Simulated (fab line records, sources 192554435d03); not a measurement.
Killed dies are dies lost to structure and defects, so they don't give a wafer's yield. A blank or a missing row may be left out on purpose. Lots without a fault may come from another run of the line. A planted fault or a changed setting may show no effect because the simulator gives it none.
fab line records | flow n5_finfet
record lots=6 wafers=18 last_day=20
route steps=1938 shown MOL_CONTACT_COAG@535 BEOL_M4@1111
lots that met no fault: from a run of the same line without faults
start_h: hours from the record's first day to the start of the lot's first wafer shown | wait_h: hours since the lot's step before | " the same as in the row above | L1.1+2: a row that stands for several wafers | - no value, or no start given | * or withheld: withheld | < > ~ a bound
route shown NAME@n: a module of which the file shows steps, and the number in the route of the first | usual: mean/standard deviation of fault-free wafers | same: alike in all rows | chamber/n: place in a boat | sites: the reading at each site | _std_site: their standard deviation | _edge_site: outer sites' mean less inner sites' | radius_mm: how far each site lies from the wafer's centre | mask NAME#n: copy n | behind: the tool/chamber that last shaped the wafer | hold: why the lot was held/for how many hours/how that ended | device: the transistor (n, p or np) that didn't switch | end of line: the same wafers' tests at the end of the route | a step without rows: its recipe alone | killed: dies lost to structure and defects at the first sort, not the wafer's yield | map: a wafer's dies, x killed, . not, _ none there
set.NAME: the setting as run; set.NAME@STEP: as run at that earlier step | model.NAME: the simulator's own value behind a step, which no gauge read
lots at some steps of the route; a table a step, a row a wafer
services: from which hour (start_h, from the record's first day; less than 0 if before it) a tool's chamber was out of use, for how many hours, and why
## steps
# step N5_MOL_CONTACT_COAG_CONTACT_ETCH_14
# recipe chemistry=C4F6/O2 target=SiO2 target_depth_a=275 overetch_a=85 mask_material=SOC pressure_mtorr=30 source_w=370 bias_w=185 Ar_flow_sccm=300 C4F6_flow_sccm=16 O2_flow_sccm=10 time_s=20 ion_energy_ev=259.6
# step N5_MOL_CONTACT_COAG_STRIP_109
# recipe chemistry=C4F6/O2 resist=SiARC rf_frequency_hz=6e+07
# step N5_MOL_CONTACT_COAG_ETCH_15
# recipe chemistry=CH3F/O2 target=SiNx target_depth_a=70 mask_material=SOC stop_on=Si:P over_etch_frac=0.75 ion_energy_ev=120 pressure_mtorr=30 source_w=395 bias_w=73 Ar_flow_sccm=150 CH3F_flow_sccm=30 O2_flow_sccm=20
# usual bias_w=72.98/0.19 drypump_motor_current_A=5.8/0.53 oes_f_703_au=0.75/0.073 oes_product_au=0.54/0.049 rf_vpp_V=297/5.3 showerhead_plenum_p_Torr=2.01/0.079 throttle_valve_pct=16.37/0.26
# columns lot.wafer tool chamber start_h wait_h bias_w drypump_motor_current_A oes_f_703_au oes_product_au rf_hours_counter_h rf_vpp_V showerhead_plenum_p_Torr throttle_valve_pct
L928.2 rie_diel-06 2 97.49 0.0 73.14 6.2 0.71 0.52 191 304 2.06 16.32
L928.3 " 0 " " 72.99 5.9 0.74 0.55 160 309 2.06 16.32
L928.6 " 2 " " 73.13 6.2 0.71 0.52 - 304 2.06 16.33
L930.1 rie_diel-06 0 112.06 0.0 73.24 5.9 0.74 0.56 165 309 2.06 16.34
L930.2 " 1 " " 73.09 5.2 0.74 0.52 173 291 2.08 16.37
L930.6 " 3 " " 73.18 6.7 0.71 0.53 - 300 2.08 16.33
L932.1 rie_diel-03 2 119.38 0.0 73.47 5.6 0.74 0.55 156 288 1.90 16.20
L932.2 " 0 " " 73.12 4.9 0.71 0.50 233 297 1.97 16.34
L932.5 " 0 " " 72.78 4.9 0.70 0.51 - 294 1.97 16.36
L934.1 rie_diel-02 1 134.42 0.0 72.85 5.5 0.73 0.54 194 295 1.98 16.64
L934.4 " 2 " " 73.09 5.2 0.71 0.51 - 296 1.99 16.43
L934.6 " 3 " " 72.71 6.4 0.74 0.54 - 292 1.91 16.05
L935.2 rie_diel-06 2 140.50 0.0 72.58 6.1 0.69 0.51 207 303 2.05 16.36
L935.3 " 0 " " 72.99 5.9 0.73 0.55 173 309 2.06 16.35
L935.5 " 1 " " 72.39 5.2 0.74 0.52 - 292 2.08 16.38
L950.1 rie_diel-03 3 224.64 0.0 72.99 6.1 0.66 0.50 247 298 1.88 16.34
L950.2 " 0 " " 72.95 4.9 0.93 0.66 14 295 1.96 15.96
L950.4 " 2 " " 73.01 5.6 0.72 0.53 193 287 1.89 16.27
# step N5_MOL_CONTACT_COAG_ETCH_110
# recipe chemistry=CF4/O2 target=Si target_depth_a=25 time_s=8 pressure_mtorr=100 source_w=200 bias_w=12 ion_energy_ev=60 Ar_flow_sccm=100 cf4_flow_sccm=100 O2_flow_sccm=10
# step N5_MOL_CONTACT_COAG_STRIP_98
# recipe chemistry=N2/H2 power_w=500 temp_c=40 pressure_mtorr=50 rf_frequency_hz=6e+07 overash_fraction=0.3 bias_power_w=8 h2_frac=0.5 n2_flow_sccm=300 h2_flow_sccm=300
# step N5_MOL_CONTACT_COAG_CD_MEAS_99
# recipe target_cd_nm=17.2 polarity=opening
# usual cd_nm=17.2/0.32
# columns lot.wafer tool chamber start_h wait_h cd_nm
L928.2 cd_sem-02 - 97.67 - 17.6
L928.3 " - " " 17.5
L928.6 " - " " 17.7
L930.1 cd_sem-03 - 112.24 - 17.2
L930.2 " - " " 17.4
L930.6 " - " " 17.0
L932.1 cd_sem-02 - 119.56 - 17.2
L932.2 " - " " 17.3
L932.5 " - " " 17.4
L934.1 cd_sem-01 - 134.60 - 17.3
L934.4 " - " " 17.3
L934.6 " - " " 17.0
L935.2 cd_sem-02 - 140.69 - 17.1
L935.3 " - " " 17.2
L935.5 " - " " 17.6
L950.1 cd_sem-03 - 224.82 - 17.2
L950.2 " - " " 17.3
L950.4 " - " " 17.5
# step N5_MOL_CONTACT_COAG_IMPLANT_129
# recipe species=Ge energy_kev=3 dose_cm2=6e+14 tilt_deg=0 rotation_deg=0
# step N5_MOL_CONTACT_COAG_PRECLEAN_111
# recipe chemistry=NF3:NH3 afs_cycles=1 temp_c=30 time_s=20 sublimation_temp_c=180 sublimation_time_s=60 pressure_torr=3 rf_power_w=30
# step N5_MOL_CONTACT_COAG_TI_SIL_19
# recipe material=Ti target_thk_a=42 temp_c=200 chamber_pressure_pa=5 power_w=5000 time_s=15
# usual susceptor_temp_C=199.99/0.16 throttle_valve_pct=29.7/0.98
# columns lot.wafer tool chamber start_h wait_h susceptor_temp_C throttle_valve_pct
L928.2 pvd_sputter-01 - 99.78 1.8 200.14 31.5
L928.3 " - " " 199.84 28.8
L928.6 " - " " 200.15 31.5
L930.1 pvd_sputter-01 - 112.75 0.2 199.91 30.0
L930.2 " - " " 200.00 28.6
L930.6 " - " " 199.97 28.7
L932.1 pvd_sputter-01 - 120.31 0.2 200.06 30.0
L932.2 " - " " 199.96 31.8
L932.5 " - " " 200.34 29.0
L934.1 pvd_sputter-01 - 135.22 0.3 199.89 28.8
L934.4 " - " " 200.01 28.7
L934.6 " - " " 199.93 28.6
L935.2 pvd_sputter-02 - 141.32 0.2 199.88 28.4
L935.3 " - " " 199.94 29.8
L935.5 " - " " 200.04 28.7
L950.1 pvd_sputter-02 - 225.35 0.2 199.92 29.4
L950.2 " - " " 199.99 29.8
L950.4 " - " " 199.86 28.7
# step N5_MOL_CONTACT_COAG_ALD_20
# recipe material=TiN target_thk_a=15 temp_c=400 ald_precursor_family=TiCl4 ald_co_reactant=NH3 pulse_time_s=1 purge_time_s=3 co_reactant_purge_time_s=2 co_reactant_pulse_time_s=2 ald_cycles=68 pressure_torr=3
# usual heater_power_w=882/110 precursor_pulse_height_rel=1.001/0.02 susceptor_temp_C=399.94/0.21
# columns lot.wafer tool chamber start_h wait_h heater_power_w precursor_pulse_height_rel susceptor_temp_C
L928.2 ald_metal-03 1 99.90 0.1 992 0.971 399.90
L928.3 " 2 " " 682 0.969 399.31
L928.6 " 1 " " 974 0.986 399.94
L930.1 ald_metal-02 1 112.87 0.1 799 0.965 399.88
L930.2 " 3 " " 919 1.024 400.14
L930.6 " 1 " " 815 1.009 400.07
L932.1 ald_metal-03 1 120.45 0.1 967 1.024 399.80
L932.2 " 2 " " 687 1.032 400.05
L932.5 " 2 " " 708 0.994 399.71
L934.1 ald_metal-03 2 135.34 0.1 699 1.030 399.79
L934.4 " 0 " " 866 0.991 400.02
L934.6 " 3 " " 970 1.016 399.58
L935.2 ald_metal-02 0 141.44 0.1 1072 0.978 399.87
L935.3 " 3 " " 880 0.990 399.86
L935.5 " 2 " " 839 1.028 399.85
L950.1 ald_metal-03 3 225.47 0.1 968 0.990 400.00
L950.2 " 2 " " 688 0.988 399.79
L950.4 " 1 " " 1001 1.001 400.17
# step N5_MOL_CONTACT_COAG_SIL_ANNEAL_21
# recipe temp_c=550 time_s=60 ambient=N2
# usual lamp_power_pct=6.05/0.17 lamp_zone_1_pct=6.06/0.17 lamp_zone_7_pct=6.36/0.18 wafer_temp_C_max=552.1/0.45
# columns lot.wafer tool chamber start_h wait_h lamp_power_pct lamp_zone_1_pct lamp_zone_7_pct wafer_temp_C_max
L928.2 rtp_anneal-02 0 100.32 0.2 5.85 5.85 6.15 551.9
L928.3 " 0 " " 5.85 5.86 6.16 551.9
L928.6 " 0 " " 5.86 5.86 6.15 553.0
L930.1 rtp_anneal-01 0 113.25 0.2 6.20 6.20 6.50 552.8
L930.2 " 0 " " 6.20 6.21 6.51 551.8
L930.6 " 0 " " 6.19 6.19 6.51 553.4
L932.1 rtp_anneal-02 0 120.82 0.2 5.84 5.86 6.17 551.7
L932.2 " 0 " " 5.84 5.85 6.15 551.2
L932.5 " 0 " " 5.86 5.85 6.15 552.2
L934.1 rtp_anneal-01 0 135.71 0.2 6.20 6.19 6.52 551.6
L934.4 " 0 " " 6.20 6.20 6.51 552.5
L934.6 " 0 " " 6.21 6.21 6.52 552.2
L935.2 rtp_anneal-01 0 141.85 0.2 6.21 6.21 6.52 552.3
L935.3 " 0 " " 6.20 6.21 6.52 553.5
L935.5 " 0 " " 6.20 6.20 6.54 551.9
L950.1 rtp_anneal-01 0 225.94 0.3 6.20 6.20 6.52 551.8
L950.2 " 0 " " 6.19 6.20 6.50 551.6
L950.4 " 0 " " 6.20 6.19 6.52 551.7
# step N5_MOL_CONTACT_COAG_PRE_CLEAN_141
# recipe gas=H2/He time_s=60 temp_c=300
# usual heater_power_w=472/70 susceptor_temp_C=299.98/0.19
# columns lot.wafer tool chamber start_h wait_h heater_power_w susceptor_temp_C
L928.2 pvd_sputter-02 - 100.53 0.2 497 300.25
L928.3 " - " " 602 299.72
L928.6 " - " " 610 300.12
L930.1 pvd_sputter-03 - 113.76 0.5 474 300.03
L930.2 " - " " 448 300.03
L930.6 " - " " 606 300.04
L932.1 pvd_sputter-03 - 122.17 1.3 456 300.00
L932.2 " - " " 469 299.79
L932.5 " - " " 590 299.91
L934.1 pvd_sputter-03 - 137.43 1.7 603 299.68
L934.4 " - " " 381 299.58
L934.6 " - " " 389 299.84
L935.2 pvd_sputter-02 - 142.62 0.7 420 300.04
L935.3 " - " " 602 300.00
L935.5 " - " " 445 300.09
L950.1 pvd_sputter-03 - 227.02 1.0 391 299.65
L950.2 " - " " 444 299.87
L950.4 " - " " 602 300.06
# step N5_MOL_CONTACT_COAG_SPUTTER_143
# recipe material=Co target_thk_a=25 temp_c=25 chamber_pressure_pa=0.2
# usual susceptor_temp_C=24.98/0.095 throttle_valve_pct=29.8/0.92
# columns lot.wafer tool chamber start_h wait_h susceptor_temp_C throttle_valve_pct model.Co_of_MOL_CONTACT_COAG_SPUTTER_143.thk_nm
L928.2 pvd_sputter-02 - 100.59 0.0 24.90 29.3 2.4
L928.3 " - " " 24.84 30.0 2.4
L928.6 " - " " 24.95 29.8 2.4
L930.1 pvd_sputter-03 - 113.82 0.0 25.10 29.8 2.4
L930.2 " - " " 24.82 31.4 2.4
L930.6 " - " " 24.98 28.9 2.4
L932.1 pvd_sputter-03 - 122.23 0.0 24.88 31.4 2.4
L932.2 " - " " 24.81 30.0 3.2
L932.5 " - " " 24.85 29.3 2.4
L934.1 pvd_sputter-03 - 137.49 0.0 24.88 29.1 2.4
L934.4 " - " " 24.89 30.1 3
L934.6 " - " " 24.98 29.9 2.4
L935.2 pvd_sputter-02 - 142.68 0.0 24.90 29.9 2.4
L935.3 " - " " 24.98 30.0 2.4
L935.5 " - " " 24.90 28.6 2.6
L950.1 pvd_sputter-03 - 227.08 0.0 25.06 30.0 2.4
L950.2 " - " " 24.96 30.9 2.6
L950.4 " - " " 24.93 28.9 2.6
# step N5_MOL_CONTACT_COAG_CO_FILL_22
# recipe material=Co target_thk_a=200 temp_c=200 precursor=CCTBA/H2 pressure_torr=30
# step N5_BEOL_M4_RC_MEAS_101
# usual DIBL_N=36.3/1.6 DIBL_P=36.4/2.1 IOFF_N=0.16/0.032 IOFF_P=0.22/0.044 ION_N=675/12 ION_P=463/8.3 SS_N=71.6/0.64 SS_P=73.3/0.67 VT_N=250/3.3 VT_P=-250/3.7
# columns lot.wafer tool chamber start_h wait_h DIBL_N[mV/V] DIBL_P[mV/V] IOFF_N[nA/um] IOFF_P[nA/um] ION_N[uA/um] ION_P[uA/um] SS_N[mV/dec] SS_P[mV/dec] VT_N[mV] VT_P[mV]
L930.1 prober-02 0 226.12 0.0 37.9 37.7 0.17 0.22 676 462 71.0 73.4 253 -249
L930.2 " 0 " " 36.7 36.1 0.15 0.20 657 453 71.7 73.3 255 -254
L930.6 " 0 " " 37.2 36.8 0.15 0.21 660 455 71.8 73.8 253 -252
L928.2 prober-01 0 227.55 0.2 36.0 36.3 0.17 0.22 677 463 72.1 73.3 249 -250
L928.3 " 0 " " 34.7 34.8 0.14 0.20 658 457 70.6 73.0 251 -252
L928.6 " 0 " " 37.1 37.8 0.19 0.25 683 473 72.3 73.5 248 -247
L932.1 prober-02 0 232.19 0.0 36.9 35.8 0.16 0.20 686 462 71.2 72.5 248 -251
L932.2 " 0 " " 37.4 36.2 0.18 0.22 687 459 71.3 72.7 246 -248
L932.5 " 0 " " 39.1 38.6 0.21 0.25 685 463 72.0 73.3 247 -247
L934.1 prober-01 0 252.31 0.0 35.3 37.2 0.15 0.23 675 466 72.0 73.5 252 -248
L934.4 " 0 " " 38.3 40.3 0.20 0.29 687 474 72.6 74.3 250 -244
L934.6 " 0 " " 37.8 39.4 0.19 0.27 676 463 72.0 74.6 248 -247
L935.2 prober-01 0 254.86 0.2 37.6 37.0 0.17 0.28 682 475 72.1 72.7 250 -244
L935.3 " 0 " " 40.7 41.1 0.23 0.41 683 480 73.0 75.3 246 -240
L935.5 " 0 " " 37.5 37.5 0.17 0.29 677 472 72.6 73.3 248 -242
L950.1 prober-01 0 381.10 0.0 36.1 35.0 0.16 0.21 677 464 72.1 72.6 251 -249
L950.2 " 0 " " 37.0 36.6 0.17 0.23 676 468 72.2 73.1 249 -247
L950.4 " 0 " " 36.2 36.2 0.16 0.23 686 473 71.7 72.7 248 -250
## services
# columns tool chamber start_h hours kind
rie_diel-03 2 77.09 4.3 repair
rie_diel-06 - 79.36 2.8 pm
pvd_sputter-03 - 95.43 5.3 repair
rie_diel-02 0 115.19 - clean
rie_diel-02 0 115.19 - consumable_replace:focus_ring
rie_diel-02 0 115.19 - consumable_replace:showerhead
rie_diel-02 0 115.19 21.1 scheduled_down
rie_diel-02 0 115.19 21.1 vent_cycle
rie_diel-06 0 119.41 1.3 repair
ald_metal-02 0 120.58 4.2 repair
rie_diel-03 2 127.70 2.8 repair
pvd_sputter-02 - 134.10 2.2 repair
pvd_sputter-01 - 135.91 8.5 repair
pvd_sputter-03 - 147.37 0.7 repair
rie_diel-03 0 163.82 - clean
rie_diel-03 0 163.82 - consumable_replace:focus_ring
rie_diel-03 0 163.82 23.9 scheduled_down
rie_diel-03 0 163.82 23.9 vent_cycle
rie_diel-02 2 187.41 4.7 repair
rie_diel-06 2 204.99 5.7 repair
rie_diel-02 0 209.63 4.7 repair
rie_diel-02 2 215.22 8.0 repair
ald_metal-02 3 215.35 28.4 repair
rie_diel-02 2 223.32 - clean
## key
first_sign none at tools or gauges
model_effect step=N5_MOL_CONTACT_COAG_SPUTTER_143 value=Co_of_MOL_CONTACT_COAG_SPUTTER_143.thk_nm without=2.4 struck=3.1
met_at N5_MOL_CONTACT_COAG_SPUTTER_143
struck_wafers L932.2,L934.4
onset_between 113.82 122.23
fault kind=process_parameter_drift tool=pvd_sputter-03 chamber=- onset_h=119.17 steps=N5_MOL_CONTACT_COAG_SPUTTER_143 channel=target_thk_a offset=* shape=step end_h=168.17 scope=struck_wafers_only acts_in=* stated=*
